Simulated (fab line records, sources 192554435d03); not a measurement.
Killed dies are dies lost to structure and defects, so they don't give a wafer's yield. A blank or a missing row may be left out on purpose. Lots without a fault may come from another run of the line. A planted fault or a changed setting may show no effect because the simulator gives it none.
Chamber matching | flow n5_finfet | N5_BEOL_M2_STRIP_66 on rie_diel-04: 4 sister chambers
The step strips in CF4. 14 wafers are shown with their chamber, then 7 later ones without.

WAFERS WITH THEIR CHAMBER
wafer  | chamber | drypump_motor_current_A (A) | showerhead_plenum_p_Torr (Torr) | throttle_valve_pct (%)
L074.2 | 3       | 5.8                         | 1.74                            | 13.78
L074.3 | 2       | 5.8                         | 1.81                            | 13.55
L074.6 | 0       | 4.7                         | 1.82                            | 13.29
L075.1 | 0       | 4.7                         | 1.82                            | 13.30
L075.2 | 3       | 5.8                         | 1.74                            | 13.78
L075.5 | 2       | 5.8                         | 1.81                            | 13.56
L077.1 | 2       | 5.8                         | 1.80                            | 13.54
L077.5 | 0       | 4.8                         | 1.81                            | 13.29
L077.6 | 1       | 5.9                         | 1.86                            | 13.39
L083.3 | 3       | 5.8                         | 1.73                            | 13.81
L083.5 | 3       | 5.8                         | 1.73                            | 13.83
L083.6 | 2       | 5.8                         | 1.80                            | 13.57
L087.1 | 1       | 5.9                         | 1.85                            | 13.45
L087.2 | 0       | 4.7                         | 1.81                            | 13.37

SIGNATURES (means of the wafers above)
reading                  | chamber 0 | chamber 1 | chamber 2 | chamber 3 | scatter within a chamber
drypump_motor_current_A  | 4.725     | 5.900     | 5.800     | 5.800     | 0.0274
showerhead_plenum_p_Torr | 1.8150    | 1.8550    | 1.8050    | 1.7350    | 0.00592
throttle_valve_pct       | 13.3125   | 13.4200   | 13.5550   | 13.8000   | 0.0293
Rule: a wafer's distance from a chamber is the root of the sum, over the readings, of the square of ((its reading less the chamber's mean) divided by the reading's scatter). The wafer belongs to the nearest chamber; if the next one is less than 2 further off, it can't be placed. The scatter: the root of (the sum of the squares of (reading less its chamber's mean) over the shown wafers, divided by (wafers less chambers)).

WAFERS WITHOUT THEIR CHAMBER
wafer  | drypump_motor_current_A (A) | showerhead_plenum_p_Torr (Torr) | throttle_valve_pct (%)
L087.3 | 5.7                         | 1.73                            | 13.86
L089.1 | 4.8                         | 1.81                            | 13.37
L089.2 | 5.9                         | 1.85                            | 13.47
L089.3 | 5.8                         | 1.73                            | 13.87
L091.2 | 4.8                         | 1.80                            | 13.41
L091.4 | 5.7                         | 1.72                            | 13.89
L091.6 | 5.9                         | 1.84                            | 13.49

WHICH CHAMBER EACH WENT THROUGH
wafer  | from the rows above | in truth
L087.3 | 3                   | 3
L089.1 | 0                   | 0
L089.2 | 1                   | 1
L089.3 | 3                   | 3
L091.2 | 0                   | 0
L091.4 | 3                   | 3
L091.6 | 1                   | 1
Placed correctly: 7 of 7. Can't be placed from these rows: 0. Placed wrongly: 0.
